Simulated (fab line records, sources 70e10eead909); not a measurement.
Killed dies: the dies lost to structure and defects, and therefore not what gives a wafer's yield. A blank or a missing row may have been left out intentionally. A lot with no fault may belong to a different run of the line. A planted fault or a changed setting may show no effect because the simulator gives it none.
Chamber matching + flow nand-harc + 4 sister chambers for NHARC_A_CONTACT_ETCH_90 on rie-diel-13
The step etches the open film in CH3F/O2, target depth 40 nm, time 85.7 s. 7 wafers are shown with their chamber, then 7 later ones without.

EACH WAFER AND ITS CHAMBER
| wafer  | chamber | drypump-motor-current-A (A) | showerhead-plenum-p-Torr (Torr) |
|--------|---------|-----------------------------|---------------------------------|
| L316.6 | 1       | 6.1                         | 2.43                            |
| L328.3 | 0       | 5.6                         | 2.46                            |
| L328.5 | 0       | 5.6                         | 2.46                            |
| L333.4 | 2       | 6.1                         | 2.52                            |
| L333.5 | 3       | 5.1                         | 2.40                            |
| L337.1 | 3       | 5.0                         | 2.40                            |
| L337.4 | 2       | 6.1                         | 2.51                            |

WAFERS WHOSE CHAMBER IS MISSING
| wafer  | drypump-motor-current-A (A) | showerhead-plenum-p-Torr (Torr) |
|--------|-----------------------------|---------------------------------|
| L337.5 | 6.1                         | 2.43                            |
| L338.2 | 5.1                         | 2.40                            |
| L338.4 | 6.1                         | 2.43                            |
| L338.5 | 6.1                         | 2.43                            |
| L339.1 | 6.1                         | 2.43                            |
| L339.2 | 5.6                         | 2.46                            |
| L339.3 | 5.1                         | 2.40                            |

CHAMBER TAKEN BY EACH
| wafer  | from the rows above | in truth |
|--------|---------------------|----------|
| L337.5 | 1                   | 1        |
| L338.2 | 3                   | 3        |
| L338.4 | 1                   | 1        |
| L338.5 | 1                   | 1        |
| L339.1 | 1                   | 1        |
| L339.2 | 0                   | 0        |
| L339.3 | 3                   | 3        |
Placed correctly: 7 of 7. From these rows, 0 cannot be placed. Placed wrongly: 0.
How it was worked out, from the rows above alone: a wafer's distance from a chamber is the root of the sum, over the readings, of the square of ((its reading less the chamber's mean) divided by the reading's scatter). The wafer belongs to the nearest chamber; if the next one is less than 2 further off, it can't be placed. The mean given for a chamber averages the wafers shown for that chamber. The scatter: take each reading less its chamber's mean, square it, sum over the shown wafers, divide by the number of wafers less the number of chambers, and take the root.
